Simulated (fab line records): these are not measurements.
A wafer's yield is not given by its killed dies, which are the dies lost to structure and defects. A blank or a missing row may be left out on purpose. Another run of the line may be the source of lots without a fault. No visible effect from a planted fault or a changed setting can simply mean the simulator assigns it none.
Matching of chambers	flow n5 finfet	N5_BEOL_M0_ALD_136 on ald metal-03 has 4 sister chambers
The step deposits TaN, pulse time 2 s, purge time 3 s, co reactant purge time 2 s. 8 wafers are shown with their chamber, then 8 later ones without.

## EACH WAFER AND ITS CHAMBER
wafer	chamber	heater power w (W)	susceptor temp C (C)
L091.5	0	343	275.24
L091.6	3	375	274.95
L093.4	1	508	275.04
L093.6	3	382	275.16
L094.2	0	353	275.13
L094.3	2	457	275.13
L094.5	1	492	274.89
L095.1	2	455	275.04

## WAFERS WITH NO CHAMBER GIVEN
wafer	heater power w (W)	susceptor temp C (C)
L095.4	371	275.06
L095.6	338	274.86
L096.1	456	275.12
L096.4	370	275.28
L096.6	463	274.72
L097.2	372	274.87
L097.5	379	274.72
L097.6	342	274.95

## EACH ONE'S CHAMBER
wafer	from the rows above	in truth
L095.4	3	3
L095.6	0	0
L096.1	2	2
L096.4	can't be placed: 3 or 0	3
L096.6	2	2
L097.2	3	3
L097.5	3	3
L097.6	0	0
7 of 8 placed correctly. Cannot be placed on the basis of these rows: 1; the candidates contain the true chamber in 1. Wrongly placed: 0.
How it was worked out, from the rows above alone: a wafer's distance from a chamber is the root of the sum, over the readings, of the square of ((its reading less the chamber's mean) divided by the reading's scatter). The wafer belongs to the nearest chamber; if the next one is less than 2 further off, it can't be placed. The mean given for a chamber averages the wafers shown for that chamber. How the scatter is found: for the shown wafers, subtract from each reading the mean of its chamber, square and add these, divide the total by (wafers less chambers), then take the root.
